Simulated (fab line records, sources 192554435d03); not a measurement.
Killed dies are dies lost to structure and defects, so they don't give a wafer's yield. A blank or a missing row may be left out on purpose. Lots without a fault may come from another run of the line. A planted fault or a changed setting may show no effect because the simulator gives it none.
A struck lot beside a sound one | flow n5_finfet | 36 steps out of a route of 1938
Sound: wafers L151.3, L151.5, L151.6. Struck: wafer L150.3. (L150.4, L150.6 of the same lot were not struck and are left out.) The cause comes at the end.
At each step with rows: each side's tool, then ch and its chambers, then its first start. Under that, the readings that differ: sound wafers | struck wafers | difference of the means | sigmas: that difference in standard deviations of wafers without a fault.
alike: readings whose means differ by less than 2 such deviations, and words and numbers that are the same on both sides. not compared: withheld readings, readings that some wafer has no value for, bounds like >300 that may hide the same value, and numbers for which the record gives no deviation and whose values overlap.
The two part at a step that has a row with sigmas, a row that says differs or no value, or rows on one side only. Numbers that don't overlap but have no deviation are shown without sigmas and don't part them. A reading that every wafer of one side lacks parts them only if that side has two wafers or more.

first, 8 steps without rows for these wafers: N5_BEOL_M10_SPUTTER_48 (material Cu, target thk 12 nm, time 2 s); N5_BEOL_M10_ECD_50 (material Cu, target thk 318 nm); N5_BEOL_M10_ANNEAL_51 (time 90 s); N5_BEOL_M10_CMP_52 (polishes, stops on SiCOH lowk, t overpolish 7 s, target thk 140 nm); N5_BEOL_M10_PRE_CLEAN_55 (time 15 s); N5_BEOL_M10_DEP_56 (deposits SiCN from 3MS/NH3, target thk 15 nm, time 26.5 s); N5_BEOL_M11_ILD_DEP_00 (deposits SiCOH lowk from DEMS/porogen, target thk 308.51 nm, time 58 s); N5_BEOL_M11_CURE_71 (cures SiCOH lowk, time 240 s).
N5_BEOL_M11_PECVD_70: deposits SiO2 from TEOS/O2, target thk 20 nm, time 22.7 s.
  sound on pecvd-02 ch 1,2, day 15 08:25; struck on pecvd-01 ch 0, day 15 14:04
  reading                                     | sound             | struck | difference | sigmas
  chamber_pressure_Torr (Torr)                | 5.499 5.509 5.463 | 5.513  | +0.023     | +2
  model.SiO2_of_BEOL_M11_PECVD_70.thk_nm (nm) | 19.4 19.8 20      | 31.6   | +11.9      |
  alike: heater_power_w, rf_fwd_power_W, showerhead_plenum_p_Torr, throttle_valve_pct
then, 24 steps without rows for these wafers: N5_BEOL_M11_HM_DEP_02 (deposits TiN, target thk 20 nm); N5_BEOL_M11_COAT_59 (time 60 s, resist thk 100 nm); N5_BEOL_M11_COAT_60 (time 60 s, resist thk 30 nm); N5_BEOL_M11_COAT_05 (resist thk 90 nm); N5_BEOL_M11_EBR_07; N5_BEOL_M11_SOFTBAKE_06 (time 60 s); N5_BEOL_M11_EXPOSE_08 (exposes mask M11); N5_BEOL_M11_PEB_09 (peb time 60 s); N5_BEOL_M11_DEVELOP_10 (develop time 30 s); N5_BEOL_M11_DESCUM_16 (chemistry O2, time 7.9 s); N5_BEOL_M11_ETCH_61 (etches SiARC in CF4, target depth 39 nm, time 65 s); N5_BEOL_M11_ETCH_62 (etches SOC in N2/H2, target depth 110 nm, overetch 22 nm, time 165 s); N5_BEOL_M11_STRIP_68 (strips in N2/H2); N5_BEOL_M11_STRIP_67 (strips in CF4); N5_BEOL_M11_HM_OPEN_17 (chemistry Cl2/BCl3, target TiN, target depth 20 nm, overetch 6 nm); N5_BEOL_M11_STRIP_19 (strips in O2); N5_BEOL_M11_COAT_63 (time 60 s, resist thk 100 nm); N5_BEOL_M11_COAT_64 (time 60 s, resist thk 30 nm); N5_BEOL_M11_COAT_22 (resist thk 90 nm); N5_BEOL_M11_EBR_24; N5_BEOL_M11_SOFTBAKE_23 (time 60 s); N5_BEOL_M11_EXPOSE_25 (exposes mask V10); N5_BEOL_M11_PEB_26 (peb time 60 s); N5_BEOL_M11_DEVELOP_27 (develop time 30 s).
N5_BEOL_M11_HM_STRIP_39: strips TiN in peroxide tin strip, target depth 25 nm, time 158 s.
  sound on wet_bench-04 ch 0,1,7, day 15 14:14; struck on wet_bench-04 ch 5, day 15 19:10
  reading                                     | sound          | struck | difference | sigmas
  model.SiO2_of_BEOL_M11_PECVD_70.thk_nm (nm) | 19.2 19.6 19.8 | 31.6   | +12.1      |
N5_BEOL_M11_CMP_52: polishes, stops on SiCOH lowk, t overpolish 7 s, target thk 140 nm.
  sound on cmp-04 ch 0,1,2, day 15 16:20; struck on cmp-02 ch 0, day 15 21:37
  reading                      | sound             | struck | difference | sigmas
  barrier_field_endpoint_s (s) | 28.3 28.2 27.9    | 42.5   | +14.4      | +19
  overpolish_run_s (s)         | 7.002 6.994 7.004 | 4.361  | -2.639     | -99 or more
  alike: clearing_platen_rpm, head_pressure_psi, motor_current_A, slurry_flow_ml_min
N5_PASSIVATION_PROBE_49:
  the record has rows for the struck wafers here (prober-01, day 17 15:30) and none for the sound ones

WHERE THEY PART
First at N5_BEOL_M11_PECVD_70; last, within this record, at N5_PASSIVATION_PROBE_49.

WHY: what the simulator had put in
Process parameter drift: pecvd-01, from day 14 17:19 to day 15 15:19, at N5_BEOL_M11_PECVD_70. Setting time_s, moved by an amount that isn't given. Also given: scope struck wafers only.
